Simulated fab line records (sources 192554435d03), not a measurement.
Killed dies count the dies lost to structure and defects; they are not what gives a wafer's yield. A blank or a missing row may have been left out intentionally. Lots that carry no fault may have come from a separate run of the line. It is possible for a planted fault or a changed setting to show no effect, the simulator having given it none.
fab line records ; flow n5-finfet
[record] lots = 7; wafers = 21
route steps=1938 shown PMOS_HMC_CHANNEL_EPI@69 FIN_SAQP@96 DUMMY_GATE@220 SD_EPI_N@279
start-h: start of the lot's first displayed wafer, in hours after the record's first day ; wait-h: hours from the lot's prior step to this one ; " the same as in the row above ; L1.1+2: several wafers, shown together as one row ; - no value present, or no start provided ; * or withheld: withheld ; < > ~ a bound
route shown NAME@n: a module of which the file shows steps, and the number in the route of the first ; usual: average and standard deviation across the fault-free wafers ; same: alike in all rows ; chamber/n: place in a boat ; sites: the reading at each site ; _std_site: their standard deviation ; _edge_site: outer sites' mean less inner sites' ; radius-mm: for every site, how far away it sits from the centre of the wafer ; mask NAME#n: copy n ; behind: the last tool/chamber to shape the wafer ; hold: what put the lot on hold/how long, in hours/how the hold closed ; device: which transistor (n, p or np) failed to switch ; end of line: tests run on the same wafers once the route is complete ; where a step has no rows: the recipe by itself ; killed: dies lost to structure and defects at the first sort, not the wafer's yield ; map: a wafer's dies, marking killed ones x, the rest . and places with no die _
set.NAME: the setting as run; set.NAME@STEP: as run at that earlier step ; model.NAME: the simulator's own value behind a step, which no gauge read
lots run with intentionally changed settings; tables by step, rows by wafer
[[steps]]
[step N5_PMOS_HMC_CHANNEL_EPI_ETCH_32]
[recipe] chemistry = N2/H2; target = BARC; stop-on = SiO2; target-depth-a = 858; over-etch-frac = 0.3; time-s = 50.3; ion-energy-ev = 200; mask-material = CAR-ArF-block; pressure-mtorr = 30; source-w = 840; bias-w = 150; n2-flow-sccm = 200; h2-flow-sccm = 200
[usual] rf-vpp-V = 524.1/2.5
lot.wafer;tool;chamber;start-h;wait-h;set.bias-w;rf-vpp-V
L076.1;rie-diel-01;0;29.53;0.0;142.7;509.6
L076.4;rie-diel-01;2;29.53;0.0;142.7;507.8
L076.6;rie-diel-01;0;29.53;0.0;150;526.6
L079.2;rie-diel-06;2;47.40;0.0;150;527.4
L079.3;rie-diel-06;0;47.40;0.0;150;523.1
L079.6;rie-diel-06;2;47.40;0.0;150;525.4
L081.3;rie-diel-02;3;59.56;0.0;150;524.2
L081.4;rie-diel-02;0;59.56;0.0;150;521.0
L081.5;rie-diel-02;3;59.56;0.0;150;523.2
L083.1;rie-diel-02;3;71.64;0.0;165.1;554.8
L083.3;rie-diel-02;2;71.64;0.0;165.1;560.0
L083.6;rie-diel-02;0;71.64;0.0;150;520.4
L086.1;rie-diel-02;2;89.37;0.0;150;526.4
L086.2;rie-diel-02;1;89.37;0.0;150;520.6
L086.3;rie-diel-02;0;89.37;0.0;150;519.0
L088.4;rie-diel-06;0;101.30;0.0;150;522.5
L088.5;rie-diel-06;2;101.30;0.0;150;526.3
L088.6;rie-diel-06;3;101.30;0.0;150;525.4
L089.1;rie-diel-01;2;107.58;0.0;150;522.5
L089.2;rie-diel-01;1;107.58;0.0;150;521.5
L089.6;rie-diel-01;2;107.58;0.0;150;524.8
[step N5_FIN_SAQP_HM_DEP_03]
[recipe] material = SiNx; target-thk-a = 380; temp-c = 400; precursor = SiH4/NH3/N2; pressure-torr = 1.5; rf-w = 300; time-s = 33.6
lot.wafer;tool;chamber;start-h;wait-h;set.time-s;model.SiNx_of_FIN_SAQP_HM_DEP_03.thk-nm
L076.1;pecvd-03;0;32.78;0.2;33.6;38.33
L076.4;pecvd-03;1;32.78;0.2;33.6;38.02
L076.6;pecvd-03;0;32.78;0.2;33.6;39.37
L079.2;pecvd-03;0;50.65;0.2;33.6;37.88
L079.3;pecvd-03;1;50.65;0.2;31.39;35.44
L079.6;pecvd-03;1;50.65;0.2;33.6;38.02
L081.3;pecvd-04;2;63.22;0.1;33.6;38.02
L081.4;pecvd-04;0;63.22;0.1;33.6;38.64
L081.5;pecvd-04;2;63.22;0.1;33.6;38.27
L083.1;pecvd-02;1;76.82;0.2;33.6;38.11
L083.3;pecvd-02;0;76.82;0.2;33.6;37.84
L083.6;pecvd-02;2;76.82;0.2;33.6;38.69
L086.1;pecvd-03;1;93.80;0.2;33.6;38.22
L086.2;pecvd-03;2;93.80;0.2;33.6;38.31
L086.3;pecvd-03;0;93.80;0.2;33.6;38.52
L088.4;pecvd-02;1;106.17;0.1;33.6;38.05
L088.5;pecvd-02;0;106.17;0.1;33.6;38
L088.6;pecvd-02;2;106.17;0.1;33.6;38.1
L089.1;pecvd-03;0;111.47;0.2;32.23;36.46
L089.2;pecvd-03;1;111.47;0.2;33.6;37.47
L089.6;pecvd-03;1;111.47;0.2;32.23;36.4
[step N5_FIN_SAQP_THK_MEAS_05]
[usual] thk-nm = 38.1/0.5
lot.wafer;tool;chamber;start-h;wait-h;set.time-s@FIN_SAQP_HM_DEP_03;thk-nm
L076.1;film-metro-02;-;32.86;0.1;33.6;38.4
L076.4;film-metro-02;-;32.86;0.1;33.6;38.1
L076.6;film-metro-02;-;32.86;0.1;33.6;39.4
L079.2;film-metro-02;-;50.73;0.1;33.6;37.9
L079.3;film-metro-02;-;50.73;0.1;31.39;35.5
L079.6;film-metro-02;-;50.73;0.1;33.6;38.1
L081.3;film-metro-02;-;63.31;0.1;33.6;38.0
L081.4;film-metro-02;-;63.31;0.1;33.6;38.7
L081.5;film-metro-02;-;63.31;0.1;33.6;38.2
L083.1;film-metro-01;-;76.91;0.1;33.6;38.1
L083.3;film-metro-01;-;76.91;0.1;33.6;37.8
L083.6;film-metro-01;-;76.91;0.1;33.6;38.7
L086.1;film-metro-02;-;93.88;0.1;33.6;38.3
L086.2;film-metro-02;-;93.88;0.1;33.6;38.3
L086.3;film-metro-02;-;93.88;0.1;33.6;38.5
L088.4;film-metro-01;-;106.23;0.0;33.6;38.1
L088.5;film-metro-01;-;106.23;0.0;33.6;38.0
L088.6;film-metro-01;-;106.23;0.0;33.6;38.1
L089.1;film-metro-02;-;111.56;0.1;32.23;36.5
L089.2;film-metro-02;-;111.56;0.1;33.6;37.5
L089.6;film-metro-02;-;111.56;0.1;32.23;36.4
[step N5_FIN_SAQP_PECVD_47]
[recipe] material = a-Si; target-thk-a = 450; temp-c = 400; precursor = SiH4/He; pressure-torr = 3; rf-w = 100; time-s = 36.3
lot.wafer;tool;chamber;start-h;wait-h;set.time-s;model.a-Si_of_FIN_SAQP_PECVD_47.thk-nm
L076.1;pecvd-02;0;32.90;0.0;36.3;44.33
L076.4;pecvd-02;1;32.90;0.0;36.3;45.42
L076.6;pecvd-02;0;32.90;0.0;36.3;44.91
L079.2;pecvd-04;2;50.77;0.0;36.3;44.88
L079.3;pecvd-04;0;50.77;0.0;36.3;44.65
L079.6;pecvd-04;2;50.77;0.0;36.3;45.86
L081.3;pecvd-03;2;63.34;0.0;36.3;44.57
L081.4;pecvd-03;0;63.34;0.0;34.42;42.96
L081.5;pecvd-03;1;63.34;0.0;36.3;45.27
L083.1;pecvd-03;1;76.95;0.0;39.83;49.13
L083.3;pecvd-03;2;76.95;0.0;36.3;44.94
L083.6;pecvd-03;0;76.95;0.0;36.3;45.72
L086.1;pecvd-03;0;93.92;0.0;36.3;44.13
L086.2;pecvd-03;1;93.92;0.0;41.06;49.93
L086.3;pecvd-03;2;93.92;0.0;36.3;43.99
L088.4;pecvd-03;0;106.28;0.1;36.3;46.54
L088.5;pecvd-03;2;106.28;0.1;36.3;45.46
L088.6;pecvd-03;1;106.28;0.1;36.3;45.61
L089.1;pecvd-04;1;111.59;0.0;36.3;44.67
L089.2;pecvd-04;2;111.59;0.0;36.3;44.8
L089.6;pecvd-04;0;111.59;0.0;36.3;45.29
[step N5_FIN_SAQP_PECVD_48]
[recipe] material = SiNx; target-thk-a = 250; temp-c = 400; precursor = SiH4/NH3/N2; pressure-torr = 1.5; rf-w = 300; time-s = 22.1
[step N5_FIN_SAQP_PECVD_06]
[recipe] material = a-Si; target-thk-a = 600; temp-c = 400; precursor = SiH4/He; pressure-torr = 3; rf-w = 100; time-s = 48.1
[step N5_FIN_SAQP_ETCH_57]
[recipe] chemistry = CH3F/O2; target = SiNx; mask-material = SiO2; target-depth-a = 325; time-s = 46.4; pressure-mtorr = 30; source-w = 395; bias-w = 73; Ar_flow_sccm = 150; CH3F_flow_sccm = 30; O2_flow_sccm = 20; ion-energy-ev = 120; ends = cleared
[step N5_FIN_SAQP_ETCH_65]
[recipe] chemistry = CF4; target = SiO2; target-depth-a = 40; ion-energy-ev = 350; time-s = 4.4; pressure-mtorr = 10; icp-w = 800; bias-w = 400; cf4-flow-sccm = 80
[step N5_FIN_SAQP_MANDREL_ETCH_58]
[recipe] chemistry = HBr/Cl2; target = a-Si; target-depth-a = 450; bt-time-s = 10; stop-on = SiNx; mask-material = SiO2; over-etch-frac = 0.8; time-s = 27; pressure-mtorr = 10; icp-w = 800; bias-w = 75; HBr_flow_sccm = 150; Cl2_flow_sccm = 80; ends = end-point
lot.wafer;tool;chamber;start-h;wait-h;set.time-s@FIN_SAQP_PECVD_47;model.etch.depth-nm
L076.1;rie-si-02;1;36.29;0.0;36.3;44.33
L076.4;rie-si-02;3;36.29;0.0;36.3;45.42
L076.6;rie-si-02;2;36.29;0.0;36.3;44.91
L079.2;rie-si-03;3;54.75;0.0;36.3;44.88
L079.3;rie-si-03;0;54.75;0.0;36.3;44.65
L079.6;rie-si-03;2;54.75;0.0;36.3;45.86
L081.3;rie-si-05;3;66.36;0.0;36.3;44.57
L081.4;rie-si-05;2;66.36;0.0;34.42;42.96
L081.5;rie-si-05;0;66.36;0.0;36.3;45.27
L083.1;rie-si-03;1;80.45;0.0;39.83;49.13
L083.3;rie-si-03;0;80.45;0.0;36.3;44.94
L083.6;rie-si-03;3;80.45;0.0;36.3;45.72
L086.1;rie-si-02;2;97.53;0.0;36.3;44.13
L086.2;rie-si-02;3;97.53;0.0;41.06;49.93
L086.3;rie-si-02;1;97.53;0.0;36.3;43.99
L088.4;rie-si-02;2;109.46;0.0;36.3;46.54
L088.5;rie-si-02;3;109.46;0.0;36.3;45.46
L088.6;rie-si-02;2;109.46;0.0;36.3;45.61
L089.1;rie-si-03;2;114.84;0.0;36.3;44.67
L089.2;rie-si-03;1;114.84;0.0;36.3;44.8
L089.6;rie-si-03;2;114.84;0.0;36.3;45.29
[step N5_FIN_SAQP_RECESS_63]
[recipe] chemistry = HF/NH3; target = SiO2; target-depth-a = 180; afs-cycles = 3; temp-c = 30; sublimation-temp-c = 180; sublimation-time-s = 60
[step N5_FIN_SAQP_COAT_68]
[recipe] resist = SOC; temp-c = 250; time-s = 60; spin-rpm = 1500; resist-thk-nm = 100
[step N5_FIN_SAQP_MANDREL2_REMOVE_60]
[recipe] chemistry = HBr/Cl2/O2; bt-time-s = 10; target = a-Si; stop-on = SiNx; endpoint = OES-SiCl; over-etch-frac = 1; icp-w = 600; bias-w = 22; HBr_flow_sccm = 150; Cl2_flow_sccm = 80; O2_flow_sccm = 5; pressure-mtorr = 10
[step N5_FIN_SAQP_HM_OPEN_33]
[recipe] chemistry = CH3F/O2; target = SiNx; mask-material = SiO2; target-depth-a = 494; time-s = 70.6; pressure-mtorr = 30; source-w = 395; bias-w = 73; Ar_flow_sccm = 150; CH3F_flow_sccm = 30; O2_flow_sccm = 20; ion-energy-ev = 120; ends = cleared
lot.wafer;tool;chamber;start-h;wait-h;set.time-s@FIN_SAQP_HM_DEP_03;model.etch.depth-nm
L076.1;rie-diel-04;0;38.07;0.0;33.6;37.65
L076.4;rie-diel-04;1;38.07;0.0;33.6;37.39
L076.6;rie-diel-04;0;38.07;0.0;33.6;38.74
L079.2;rie-diel-05;1;56.16;0.0;33.6;37.25
L079.3;rie-diel-05;3;56.16;0.0;31.39;34.81
L079.6;rie-diel-05;2;56.16;0.0;33.6;37.39
L081.3;rie-diel-05;2;67.97;0.1;33.6;37.39
L081.4;rie-diel-05;1;67.97;0.1;33.6;37.92
L081.5;rie-diel-05;1;67.97;0.1;33.6;37.57
L083.1;rie-diel-05;3;82.16;0.2;33.6;37.45
L083.3;rie-diel-05;1;82.16;0.2;33.6;37.21
L083.6;rie-diel-05;3;82.16;0.2;33.6;38.06
L086.1;rie-diel-04;2;99.09;0.0;33.6;37.59
L086.2;rie-diel-04;1;99.09;0.0;33.6;37.68
L086.3;rie-diel-04;0;99.09;0.0;33.6;37.84
L088.4;rie-diel-03;1;111.10;0.1;33.6;37.43
L088.5;rie-diel-03;2;111.10;0.1;33.6;37.37
L088.6;rie-diel-03;0;111.10;0.1;33.6;37.47
L089.1;rie-diel-04;2;116.38;0.0;32.23;35.84
L089.2;rie-diel-04;1;116.38;0.0;33.6;36.81
L089.6;rie-diel-04;0;116.38;0.0;32.23;35.77
[step N5_FIN_SAQP_ETCH_34]
[recipe] chemistry = C4F6/O2; target = SiO2; target-depth-a = 450; time-s = 15; ion-energy-ev = 250; pressure-mtorr = 30; source-w = 345; bias-w = 185; Ar_flow_sccm = 300; C4F6_flow_sccm = 10; O2_flow_sccm = 10; ends = cleared
lot.wafer;tool;chamber;start-h;wait-h;set.time-s@FIN_SAQP_HM_DEP_03;model.SiNx_of_FIN_SAQP_HM_DEP_03.thk-nm
L076.1;rie-diel-04;0;38.14;0.0;33.6;34.8
L076.4;rie-diel-04;1;38.14;0.0;33.6;34.6
L076.6;rie-diel-04;0;38.14;0.0;33.6;35.8
L079.2;rie-diel-05;1;56.23;0.0;33.6;34.4
L079.3;rie-diel-05;3;56.23;0.0;31.39;31.8
L079.6;rie-diel-05;2;56.23;0.0;33.6;34.6
L081.3;rie-diel-05;2;68.04;0.0;33.6;34.6
L081.4;rie-diel-05;1;68.04;0.0;33.6;35
L081.5;rie-diel-05;1;68.04;0.0;33.6;34.8
L083.1+3;rie-diel-05;3,1;82.23;0.0;33.6;34.4
L083.6;rie-diel-05;3;82.23;0.0;33.6;35
L086.1;rie-diel-04;2;99.16;0.0;33.6;34.6
L086.2;rie-diel-04;1;99.16;0.0;33.6;34.8
L086.3;rie-diel-04;0;99.16;0.0;33.6;35
L088.4+5+6;rie-diel-03;1,2,0;111.15;0.0;33.6;34.6
L089.1;rie-diel-04;2;116.45;0.0;32.23;32.8
L089.2;rie-diel-04;1;116.45;0.0;33.6;34
L089.6;rie-diel-04;0;116.45;0.0;32.23;33
[step N5_FIN_SAQP_STRIP_77]
[recipe] chemistry = N2/H2; time-s = 90; power-w = 100; temp-c = 40; pressure-mtorr = 100; rf-frequency-hz = 6e+07; bias-power-w = 3; n2-flow-sccm = 300; h2-flow-sccm = 300
[step N5_FIN_SAQP_ETCH_64]
[recipe] chemistry = CF4; target = SiO2; target-depth-a = 15; ion-energy-ev = 350; pressure-mtorr = 10; icp-w = 800; bias-w = 400; cf4-flow-sccm = 80
[step N5_FIN_SAQP_FIN_ETCH_36]
[recipe] chemistry = HBr/Cl2/O2; target-depth-a = 1200; mask-material = SiNx; time-s = 50.4; bias-w = 102; pressure-mtorr = 10; icp-w = 800; HBr_flow_sccm = 150; Cl2_flow_sccm = 80; O2_flow_sccm = 12
lot.wafer;tool;chamber;start-h;wait-h;set.time-s@FIN_SAQP_HM_DEP_03;model.SiNx_of_FIN_SAQP_HM_DEP_03.thk-nm
L076.1+4;rie-si-03;1,0;38.36;0.0;33.6;21.4
L076.6;rie-si-03;0;38.36;0.0;33.6;22.6
L079.2;rie-si-05;2;56.44;0.0;33.6;21
L079.3;rie-si-05;3;56.44;0.0;31.39;18.4
L079.6;rie-si-05;1;56.44;0.0;33.6;21.4
L081.3;rie-si-05;1;68.26;0.0;33.6;21.4
L081.4;rie-si-05;2;68.26;0.0;33.6;21.6
L081.5;rie-si-05;2;68.26;0.0;33.6;21.2
L083.1;rie-si-05;0;82.45;0.0;33.6;21.2
L083.3;rie-si-05;3;82.45;0.0;33.6;21
L083.6;rie-si-05;2;82.45;0.0;33.6;21.6
L086.1;rie-si-05;3;99.37;0.0;33.6;21.2
L086.2;rie-si-05;2;99.37;0.0;33.6;21.4
L086.3;rie-si-05;1;99.37;0.0;33.6;21.8
L088.4+5;rie-si-05;3,1;111.35;0.0;33.6;21
L088.6;rie-si-05;2;111.35;0.0;33.6;20.8
L089.1;rie-si-02;1;116.66;0.0;32.23;19.2
L089.2;rie-si-02;3;116.66;0.0;33.6;20.4
L089.6;rie-si-02;3;116.66;0.0;32.23;19.4
[step N5_DUMMY_GATE_HM_DEP_06]
[recipe] material = SiNx; target-thk-a = 800; precursor = DCS/NH3; temp-c = 700; pressure-mtorr = 300; time-s = 5141
lot.wafer;tool;chamber;start-h;wait-h;set.time-s;model.SiNx_of_DUMMY_GATE_HM_DEP_06.thk-nm
L076.1+4;-;-;-;0.0;4533;71.4
L076.6;-;-;-;0.0;4533;71.2
L079.2;-;-;-;0.0;5141;81
L079.3;-;-;-;0.0;5141;81.4
L079.6;-;-;-;0.0;5141;80.8
L081.3;-;-;-;0.0;5537;86.8
L081.4;-;-;-;0.0;5537;86.6
L081.5;-;-;-;0.0;5537;87
L083.1;-;-;-;0.0;5141;79.2
L083.3;-;-;-;0.0;5141;78.8
L083.6;-;-;-;0.0;5141;79.4
L086.1;-;-;-;0.0;5550;88.6
L086.2;-;-;-;0.0;5550;88.8
L086.3;-;-;-;0.0;5550;89
L088.4;lpcvd-01;1/79;127.54;0.0;5141;81.2
L088.5;lpcvd-01;1/84;127.54;0.0;5141;80.2
L088.6;lpcvd-01;1/89;127.54;0.0;5141;80.6
L089.1;-;-;-;0.0;4627;72.4
L089.2+6;-;-;-;0.0;4627;72
[step N5_DUMMY_GATE_COAT_34]
[recipe] resist = SOC; temp-c = 250; time-s = 60; spin-rpm = 1500; resist-thk-nm = 60
lot.wafer;tool;chamber;start-h;wait-h;set.spin-rpm;model.SOC_of_DUMMY_GATE_COAT_34.thk-nm
L076.1;litho-track-04;0;57.67;0.0;1500;60.4
L076.4;litho-track-04;0;57.67;0.0;1500;60
L076.6;litho-track-04;0;57.67;0.0;1500;60.2
L079.2;litho-track-04;0;76.81;0.0;1500;59.8
L079.3+6;litho-track-04;0;76.81;0.0;1500;60
L081.3;litho-track-01;0;87.00;0.0;1335;63.6
L081.4;litho-track-01;0;87.00;0.0;1500;60.2
L081.5;litho-track-01;0;87.00;0.0;1335;63.8
L083.1;litho-track-04;0;101.21;0.0;1500;60
L083.3;litho-track-04;0;101.21;0.0;1550;58.8
L083.6;litho-track-04;0;101.21;0.0;1550;59
L086.1+2+3;litho-track-01;0;118.80;0.0;1564;58.8
L088.4+5+6;litho-track-01;0;131.56;0.0;1500;60.2
L089.1+6;litho-track-05;0;135.80;0.0;1406;62
L089.2;litho-track-05;0;135.80;0.0;1500;60
[step N5_DUMMY_GATE_COAT_35]
[recipe] resist = SiARC; temp-c = 220; time-s = 60; spin-rpm = 1500; resist-thk-nm = 10
[step N5_DUMMY_GATE_COAT_28]
[recipe] resist = underlayer; temp-c = 205; time-s = 60; spin-rpm = 1500; resist-thk-nm = 10
[step N5_DUMMY_GATE_ETCH_29]
[recipe] chemistry = N2/H2; target = underlayer; target-depth-a = 130; ion-energy-ev = 200; pressure-mtorr = 30; source-w = 840; bias-w = 150; n2-flow-sccm = 200; h2-flow-sccm = 200
[step N5_DUMMY_GATE_ETCH_36]
[recipe] chemistry = CF4; target = SiARC; target-depth-a = 130; pressure-mtorr = 40; source-w = 545; bias-w = 36; Ar_flow_sccm = 100; cf4-flow-sccm = 100; ion-energy-ev = 80
[step N5_DUMMY_GATE_ETCH_37]
[recipe] chemistry = N2/H2; target = SOC; target-depth-a = 600; overetch-a = 300; temp-c = 40; ion-energy-ev = 200; pressure-mtorr = 30; source-w = 840; bias-w = 150; n2-flow-sccm = 200; h2-flow-sccm = 200
lot.wafer;tool;chamber;start-h;wait-h;set.spin-rpm@DUMMY_GATE_COAT_34;model.etch.depth-nm
L076.1;rie-diel-01;1;58.54;0.0;1500;60.36
L076.4;rie-diel-01;0;58.54;0.0;1500;60.06
L076.6;rie-diel-01;2;58.54;0.0;1500;60.12
L079.2;rie-diel-02;0;77.35;0.0;1500;59.86
L079.3;rie-diel-02;1;77.35;0.0;1500;59.94
L079.6;rie-diel-02;2;77.35;0.0;1500;59.9
L081.3;rie-diel-02;3;87.61;0.0;1335;63.54
L081.4;rie-diel-02;0;87.61;0.0;1500;60.2
L081.5;rie-diel-02;1;87.61;0.0;1335;63.71
L083.1;rie-diel-02;2;101.77;0.0;1500;59.95
L083.3;rie-diel-02;1;101.77;0.0;1550;58.81
L083.6;rie-diel-02;3;101.77;0.0;1550;58.93
L086.1;rie-diel-02;0;119.34;0.0;1564;58.76
L086.2;rie-diel-02;2;119.34;0.0;1564;58.88
L086.3;rie-diel-02;3;119.34;0.0;1564;58.83
L088.4+5;rie-diel-06;3,2;132.10;0.0;1500;60.17
L088.6;rie-diel-06;1;132.10;0.0;1500;60.18
L089.1;rie-diel-06;1;136.34;0.0;1406;61.91
L089.2;rie-diel-06;0;136.34;0.0;1500;59.95
L089.6;rie-diel-06;2;136.34;0.0;1406;61.96
[step N5_DUMMY_GATE_STRIP_38]
[recipe] chemistry = N2/H2; temp-c = 40; n2-flow-sccm = 200; h2-flow-sccm = 200; rf-frequency-hz = 6e+07
[step N5_DUMMY_GATE_STRIP_39]
[recipe] chemistry = N2/H2; temp-c = 40; n2-flow-sccm = 200; h2-flow-sccm = 200; rf-frequency-hz = 6e+07
[step N5_DUMMY_GATE_STRIP_40]
[recipe] chemistry = CF4; resist = SiARC; power-w = 300; bias-power-w = 75; pressure-mtorr = 50; cf4-flow-sccm = 150; rf-frequency-hz = 6e+07
[step N5_DUMMY_GATE_ETCH_31]
[recipe] chemistry = C4F6/O2; target = SiO2; mask-material = SOC; target-depth-a = 825; time-s = 27.5; ion-energy-ev = 250; pressure-mtorr = 30; source-w = 345; bias-w = 185; Ar_flow_sccm = 300; C4F6_flow_sccm = 10; O2_flow_sccm = 10
lot.wafer;tool;chamber;start-h;wait-h;set.spin-rpm@DUMMY_GATE_COAT_34;model.SOC_of_DUMMY_GATE_COAT_34.thk-nm
L076.1;rie-diel-06;1;59.06;0.3;1500;52.2
L076.4;rie-diel-06;1;59.06;0.3;1500;52
L076.6;rie-diel-06;0;59.06;0.3;1500;51.8
L079.2+3+6;rie-diel-01;1,3,1;77.68;0.0;1500;51.6
L081.3;rie-diel-01;1;88.13;0.2;1335;55.4
L081.4;rie-diel-01;3;88.13;0.2;1500;52
L081.5;rie-diel-01;0;88.13;0.2;1335;55.2
L083.1;rie-diel-02;2;102.10;0.1;1500;51.8
L083.3+6;rie-diel-02;3,1;102.10;0.1;1550;50.6
L086.1;rie-diel-06;2;119.62;0.0;1564;50.4
L086.2+3;rie-diel-06;1,0;119.62;0.0;1564;50.6
L088.4;rie-diel-06;1;132.37;0.0;1500;52.2
L088.5;rie-diel-06;3;132.37;0.0;1500;51.8
L088.6;rie-diel-06;2;132.37;0.0;1500;52
L089.1;rie-diel-02;1;136.63;0.0;1406;53.6
L089.2;rie-diel-02;2;136.63;0.0;1500;51.8
L089.6;rie-diel-02;0;136.63;0.0;1406;53.8
[step N5_SD_EPI_N_ETCH_16]
[recipe] chemistry = CHF3/O2; target = SiO2; target-depth-a = 50; mask-material = SOC; pressure-mtorr = 30; source-w = 650; bias-w = 170; Ar_flow_sccm = 200; CHF3_flow_sccm = 50; O2_flow_sccm = 5; ion-energy-ev = 200
lot.wafer;tool;chamber;start-h;wait-h;set.target-depth-a;model.etch.depth-nm
L076.1;rie-diel-04;2;61.50;0.1;50;5.01
L076.4;rie-diel-04;1;61.50;0.1;44.65;4.507
L076.6;rie-diel-04;2;61.50;0.1;44.65;4.486
L079.2;rie-diel-05;0;80.33;0.1;45.37;4.499
L079.3;rie-diel-05;2;80.33;0.1;45.37;4.533
L079.6;rie-diel-05;2;80.33;0.1;45.37;4.529
L081.3;rie-diel-03;3;90.46;0.1;50;4.961
L081.4;rie-diel-03;0;90.46;0.1;45.14;4.444
L081.5;rie-diel-03;2;90.46;0.1;45.14;4.425
L083.1;rie-diel-05;3;104.57;0.1;50;4.973
L083.3;rie-diel-05;0;104.57;0.1;50;4.933
L083.6;rie-diel-05;3;104.57;0.1;50;4.963
L086.1;rie-diel-03;0;121.93;0.1;50;4.811
L086.2;rie-diel-03;2;121.93;0.1;44.05;4.252
L086.3;rie-diel-03;1;121.93;0.1;44.05;4.416
L088.4;rie-diel-03;1;135.12;0.1;50;5.071
L088.5;rie-diel-03;3;135.12;0.1;50;4.953
L088.6;rie-diel-03;0;135.12;0.1;50;4.869
L089.1;rie-diel-05;1;138.99;0.1;50;4.924
L089.2;rie-diel-05;3;138.99;0.1;50;5.035
L089.6;rie-diel-05;3;138.99;0.1;50;5.013
[[key]]
[split] step = N5_PMOS_HMC_CHANNEL_EPI_ETCH_32; setting = bias-w; stated = 150; by = wafer
[response] step = N5_PMOS_HMC_CHANNEL_EPI_ETCH_32; reading = rf-vpp-V; change = +3.67; per = 1%; r = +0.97
[split] step = N5_FIN_SAQP_HM_DEP_03; setting = time-s; stated = 33.6; by = wafer
[response] step = N5_FIN_SAQP_HM_DEP_03; reading = model.SiNx_of_FIN_SAQP_HM_DEP_03.thk-nm; change = +0.346; per = 1%; r = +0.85
[response] step = N5_FIN_SAQP_THK_MEAS_05; reading = thk-nm; change = *; per = 1%; r = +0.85
[response] step = N5_FIN_SAQP_HM_OPEN_33; reading = model.etch.depth-nm; change = +0.344; per = 1%; r = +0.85
[response] step = N5_FIN_SAQP_ETCH_34; reading = model.SiNx_of_FIN_SAQP_HM_DEP_03.thk-nm; change = +0.371; per = 1%; r = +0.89
[response] step = N5_FIN_SAQP_FIN_ETCH_36; reading = model.SiNx_of_FIN_SAQP_HM_DEP_03.thk-nm; change = +0.382; per = 1%; r = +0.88
[split] step = N5_FIN_SAQP_PECVD_47; setting = time-s; stated = 36.3; by = wafer
[response] step = N5_FIN_SAQP_PECVD_47; reading = model.a-Si_of_FIN_SAQP_PECVD_47.thk-nm; change = +0.423; per = 1%; r = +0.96
[response] step = N5_FIN_SAQP_MANDREL_ETCH_58; reading = model.etch.depth-nm; change = +0.423; per = 1%; r = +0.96
[split] step = N5_DUMMY_GATE_HM_DEP_06; setting = time-s; stated = 5141; by = lot
[response] step = N5_DUMMY_GATE_HM_DEP_06; reading = model.SiNx_of_DUMMY_GATE_HM_DEP_06.thk-nm; change = +0.85; per = 1%; r = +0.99
[split] step = N5_DUMMY_GATE_COAT_34; setting = spin-rpm; stated = 1500; by = wafer
[response] step = N5_DUMMY_GATE_COAT_34; reading = model.SOC_of_DUMMY_GATE_COAT_34.thk-nm; change = -0.319; per = 1%; r = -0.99
[response] step = N5_DUMMY_GATE_ETCH_37; reading = model.etch.depth-nm; change = -0.314; per = 1%; r = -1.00
[response] step = N5_DUMMY_GATE_ETCH_31; reading = model.SOC_of_DUMMY_GATE_COAT_34.thk-nm; change = -0.305; per = 1%; r = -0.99
[split] step = N5_SD_EPI_N_ETCH_16; setting = target-depth-a; stated = 50; by = wafer
[response] step = N5_SD_EPI_N_ETCH_16; reading = model.etch.depth-nm; change = +0.0465; per = 1%; r = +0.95
